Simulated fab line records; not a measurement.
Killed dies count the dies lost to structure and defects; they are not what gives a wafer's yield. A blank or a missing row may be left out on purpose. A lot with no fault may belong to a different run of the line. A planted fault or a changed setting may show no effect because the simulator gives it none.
Chamber matching ; flow n5-finfet ; N5_GATE_CUT_PECVD_57 on pecvd-04 has 3 sister chambers
The step deposits SiNx from SiH4/NH3/N2, target thk 21 nm. 3 wafers are shown with their chamber, then 8 later ones without.

EACH WAFER AND ITS CHAMBER
wafer;chamber;throttle-valve-pct (%)
L087.5;2;37.4
L087.6;0;42.0
L090.1;1;40.4

WAFERS WHOSE CHAMBER IS MISSING
wafer;throttle-valve-pct (%)
L090.4;37.2
L090.6;37.3
L094.2;41.9
L094.4;42.1
L094.5;37.4
L096.1;40.5
L096.2;42.3
L096.4;40.5

WHICH CHAMBER EACH ONE RAN IN
wafer;from the rows above;in truth
L090.4;2;2
L090.6;2;2
L094.2;0;0
L094.4;0;0
L094.5;2;2
L096.1;1;1
L096.2;0;0
L096.4;1;1
Correct placement for 8 of the 8. Left unplaced by these rows: 0. Placed wrongly: 0.
How it was worked out, from the rows above alone: a wafer's distance from a chamber is the root of the sum, over the readings, of the square of ((its reading less the chamber's mean) divided by the reading's scatter). The wafer belongs to the nearest chamber; if the next one is less than 2 further off, it can't be placed. The mean given for a chamber averages the wafers shown for that chamber. The scatter: root of mean squared gap, hidden wafer to nearest shown wafer, with one shown wafer a chamber.
